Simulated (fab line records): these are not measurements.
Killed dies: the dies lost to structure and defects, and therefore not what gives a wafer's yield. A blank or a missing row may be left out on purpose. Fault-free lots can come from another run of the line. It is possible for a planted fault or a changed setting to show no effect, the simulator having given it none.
Chamber matching | flow nand_harc | 4 sister chambers for NHARC_A_BONDPAD_ETCH_34 on rie_diel-08
The step etches the open film in N2/H2, target depth 60 nm, overetch 18 nm, time 65.91 s. 4 wafers are shown with their chamber, then 7 later ones without.

## WAFERS PAIRED WITH THEIR CHAMBERS
wafer  | chamber | drypump_motor_current_A (A)
L412.1 | 2       | 4.8
L412.3 | 1       | 6.0
L421.1 | 3       | 6.6
L421.2 | 0       | 6.1

## WAFERS WITH NO CHAMBER GIVEN
wafer  | drypump_motor_current_A (A)
L421.4 | 6.0
L422.1 | 6.6
L422.4 | 4.7
L422.6 | 5.9
L423.1 | 6.0
L423.4 | 6.6
L423.5 | 4.8

## WHICH CHAMBER EACH WENT THROUGH
wafer  | from the rows above     | in truth
L421.4 | can't be placed: 1 or 0 | 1
L422.1 | 3                       | 3
L422.4 | 2                       | 2
L422.6 | can't be placed: 1 or 0 | 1
L423.1 | can't be placed: 1 or 0 | 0
L423.4 | 3                       | 3
L423.5 | 2                       | 2
Correctly placed: 4 of 7. From these rows, 3 cannot be placed; in 3 the true chamber is one of the candidates. Number placed wrongly: 0.
How it was worked out, from the rows above alone: a wafer's distance from a chamber is the root of the sum, over the readings, of the square of ((its reading less the chamber's mean) divided by the reading's scatter). If the next closest chamber is less than 2 further off than the closest, the wafer can't be placed; otherwise it belongs to the closest. The mean given for a chamber averages the wafers shown for that chamber. The scatter: root of mean squared gap, hidden wafer to nearest shown wafer, with one shown wafer a chamber.
